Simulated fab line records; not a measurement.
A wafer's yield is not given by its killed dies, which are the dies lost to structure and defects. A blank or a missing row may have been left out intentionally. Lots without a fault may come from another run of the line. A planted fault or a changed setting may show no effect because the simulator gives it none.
Which tool was responsible? | flow nand_harc | Sampling: 11 lots, 33 wafers, 6 of 1159 route steps

== WHAT THE GAUGES READ, wafer by wafer ==
NHARC_A_M0_CD_MEAS_09 targets a cd of 80 nm.
lot  | measured     | on        | cd_nm (nm)
L832 | day 17 16:12 | cd_sem-03 | 80.5 79.5 78.9
L833 | day 17 20:58 | cd_sem-03 | 80.6 80.4 80.0
L834 | day 17 22:08 | cd_sem-02 | 79.4 79.8 80.6
L836 | day 18 09:39 | cd_sem-02 | 80.9 80.3 81.2
L840 | day 19 04:23 | cd_sem-01 | 80.4 81.3 81.8
L843 | day 19 13:38 | cd_sem-02 | 80.6 80.6 79.8
L841 | day 19 20:10 | cd_sem-01 | 81.2 79.9 79.3
L844 | day 20 06:43 | cd_sem-03 | 78.0 79.3 79.0
L845 | day 20 09:56 | cd_sem-02 | 80.7 81.5 80.7
L850 | day 22 03:19 | cd_sem-02 | 92.4 93.3 92.2
L855 | day 23 04:14 | cd_sem-01 | 93.2 93.5 93.9

NHARC_END_SORT_01.
lot  | measured     | on        | defect_limited_yield (%) | killed_at_array | killed_at_other | killed_at_periphery | killed_dies | killed_open | killed_short | sort_bin_2_pct (%) | sort_bin_3_pct (%) | sort_bin_4_pct (%) | sort_n_pass | sort_rim_yield_pct (%) | sort_yield_pct (%)
L850 | day 23 23:44 | prober-01 | 93.6 93.6 92.2           | 42 41 52        | 0 0 0           | 1 2 1               | 43 43 53    | 3 4 2       | 1 2 4        | 2.5 1.2 2.5        | 0.44 0.30 0        | 3.4 4.9 5.3        | 634 634 624 | 95.3 94.3 90.6         | 93.6 93.6 92.2

== EACH LOT AND THE TOOL THAT RAN IT (in order: tool; ch and the chambers of the sampled wafers; start) ==
lot  | NHARC_A_BLC_ETCH_18                           | NHARC_A_BLC_CVD_24                       | NHARC_A_M0_PEB_07                 | NHARC_A_M0_ETCH_34
L832 | rie_diel-01 ch 0,3, day 17 16:07 or earlier   | cvd_w-01 ch 0,1, day 17 16:07 or earlier | litho_track-04 ch 0, day 17 16:07 | rie_diel-12 ch 2,3, day 17 16:28
L833 | rie_diel-13 ch 0,1,3, day 17 20:53 or earlier | cvd_w-02 ch 0,1, day 17 20:53 or earlier | litho_track-01 ch 0, day 17 20:53 | rie_diel-11 ch 0,1,2, day 17 21:14
L834 | rie_diel-01 ch 0,1,2, day 17 22:03 or earlier | cvd_w-01 ch 0,1, day 17 22:03 or earlier | litho_track-01 ch 0, day 17 22:03 | rie_diel-11 ch 0,1, day 17 22:25
L836 | rie_diel-01 ch 0,1,3, day 18 09:34 or earlier | cvd_w-01 ch 0,1, day 18 09:34 or earlier | litho_track-06 ch 0, day 18 09:34 | rie_diel-11 ch 1,3, day 18 09:55
L840 | rie_diel-01 ch 0,1,2, day 19 04:18 or earlier | cvd_w-02 ch 0,1, day 19 04:18 or earlier | litho_track-01 ch 0, day 19 04:18 | rie_diel-12 ch 0,1,3, day 19 04:40
L843 | rie_diel-01 ch 0,1,2, day 19 13:33 or earlier | cvd_w-01 ch 0,1, day 19 13:33 or earlier | litho_track-06 ch 0, day 19 13:33 | rie_diel-12 ch 0,2,3, day 19 13:55
L841 | rie_diel-01 ch 0,1,2, day 19 20:05 or earlier | cvd_w-02 ch 0,1, day 19 20:05 or earlier | litho_track-04 ch 0, day 19 20:05 | rie_diel-03 ch 0,2,3, day 19 20:28
L844 | rie_diel-04 ch 0,1,2, day 20 06:38 or earlier | cvd_w-01 ch 0,1, day 20 06:38 or earlier | litho_track-01 ch 0, day 20 06:38 | rie_diel-03 ch 0,1,3, day 20 06:59
L845 | rie_diel-13 ch 0,1, day 20 09:51 or earlier   | cvd_w-02 ch 1, day 20 09:51 or earlier   | litho_track-06 ch 0, day 20 09:51 | rie_diel-12 ch 0,3, day 20 10:13
L850 | rie_diel-13 ch 0,1,3, day 22 03:14 or earlier | cvd_w-01 ch 0,1, day 22 03:14 or earlier | litho_track-06 ch 0, day 22 03:14 | rie_diel-03 ch 1,3, day 22 03:35
L855 | rie_diel-01 ch 0,3, day 23 04:10 or earlier   | cvd_w-02 ch 0,1, day 23 04:10 or earlier | litho_track-06 ch 0, day 23 04:10 | rie_diel-03 ch 0,3, day 23 04:31
- NHARC_A_BLC_ETCH_18: etches the open film in C4F8/O2/Ar, target depth 910 nm.
- NHARC_A_BLC_CVD_24: deposits W, target thk 150 nm, time 434 s.
- NHARC_A_M0_PEB_07: peb time 65 s.
- NHARC_A_M0_ETCH_34: etches the open film in N2/H2, target depth 40 nm, overetch 12 nm, time 43.94 s.

== AS READ BY THE TOOLS THEMSELVES (means over the sampled wafers that have a number; for cases with no such wafer, the mark the record gives instead) ==
NHARC_A_BLC_ETCH_18.
lot  | tool        | oes_product_au (a.u.) | rf_vpp_V (V)
L832 | rie_diel-01 | 0.967                 | 982
L833 | rie_diel-13 | 0.965                 | 979
L834 | rie_diel-01 | 0.965                 | 978
L836 | rie_diel-01 | 0.970                 | 982
L840 | rie_diel-01 | 0.926                 | 977
L843 | rie_diel-01 | 0.972                 | 977
L841 | rie_diel-01 | 0.921                 | 977
L844 | rie_diel-04 | 0.931                 | 975
L845 | rie_diel-13 | 0.973                 | 977
L850 | rie_diel-13 | 0.969                 | 979
L855 | rie_diel-01 | 0.966                 | 981

NHARC_A_BLC_CVD_24.
lot  | tool     | heater_power_outer_w (W) | heater_power_w (W) | throttle_valve_pct (%)
L832 | cvd_w-01 | 261                      | 491                | 7.79
L833 | cvd_w-02 | 289                      | 515                | 7.89
L834 | cvd_w-01 | 267                      | 469                | 7.97
L836 | cvd_w-01 | 262                      | 477                | 7.97
L840 | cvd_w-02 | 293                      | 509                | 7.74
L843 | cvd_w-01 | 264                      | 491                | 7.90
L841 | cvd_w-02 | 291                      | 512                | 7.86
L844 | cvd_w-01 | 268                      | 475                | 8.13
L845 | cvd_w-02 | 280                      | 500                | 8.12
L850 | cvd_w-01 | 260                      | 458                | 8.03
L855 | cvd_w-02 | 288                      | 503                | 8.02

NHARC_A_M0_ETCH_34.
lot  | tool        | drypump_motor_current_A (A) | oes_product_au (a.u.) | rf_vpp_V (V) | showerhead_plenum_p_Torr (Torr) | throttle_valve_pct (%)
L832 | rie_diel-12 | 5.7                         | 0.989                 | 429.2        | 1.99                            | 14.170
L833 | rie_diel-11 | 5.3                         | 1.003                 | 429.7        | 2.01                            | 14.164
L834 | rie_diel-11 | 4.8                         | 1.011                 | 431.0        | 2.01                            | 14.172
L836 | rie_diel-11 | 5.2                         | 0.991                 | 432.3        | 2.14                            | 14.171
L840 | rie_diel-12 | 5.7                         | 0.984                 | 427.6        | 1.94                            | 14.171
L843 | rie_diel-12 | 5.7                         | 1.001                 | 428.7        | 1.99                            | 14.173
L841 | rie_diel-03 | 5.8                         | 0.990                 | 427.4        | 1.94                            | 14.174
L844 | rie_diel-03 | 5.5                         | 0.995                 | 429.2        | 2.00                            | 14.180
L845 | rie_diel-12 | 5.8                         | 0.996                 | 428.6        | 1.96                            | 14.167
L850 | rie_diel-03 | 5.3                         | 1.010                 | 429.7        | 2.02                            | 14.174
L855 | rie_diel-03 | 5.6                         | 0.993                 | 429.3        | 1.98                            | 14.177

== THE ANSWER, worked out from the rows above alone ==
Rule: what is usual is taken from the lots themselves. Put in order of their means at a reading, lots are off if they are a third of the lots or fewer, leave a main group of 4 or more, and stand apart from it by a gap of 3 or more times the standard deviation of the main group's means; of several such gaps the widest counts. A main group whose means are all the same, to the digits that the tables above print for the reading, isn't used. A lot without any number at a reading at which 4 lots or more have one is off too. The other lots that the step has rows for count as sound. Order of review: gauges by route order, followed by the tools' own readings, for which a lot's mean as printed above is used. The first step at which some lot is off is used, and at that step the reading that is off furthest; a lot without a number counts as furthest.
Off: L850, L855 (NHARC_A_M0_CD_MEAS_09, cd_nm). Mean 80.2 nm and standard deviation 0.7 in the main group.
If a tool, at a process step before that reading, ran all the lots that are off and no sound lot after the first of them, it fits. Those tools and the gauges at NHARC_A_M0_CD_MEAS_09 are tried in the same way. Because NHARC_A_BLC_ETCH_18 lacks a start for some lots, the hours and order of its lots are taken from NHARC_A_M0_PEB_07. Because NHARC_A_BLC_CVD_24 lacks a start for some lots, the hours and order of its lots are taken from NHARC_A_M0_PEB_07. One fits: litho_track-06 at NHARC_A_M0_PEB_07. A fault onset in the window from L845 (day 20 09:51, its last sound lot) to L850 (day 22 03:14, its first lot off) fits.

== WHAT THE SIMULATOR PUT IN ==
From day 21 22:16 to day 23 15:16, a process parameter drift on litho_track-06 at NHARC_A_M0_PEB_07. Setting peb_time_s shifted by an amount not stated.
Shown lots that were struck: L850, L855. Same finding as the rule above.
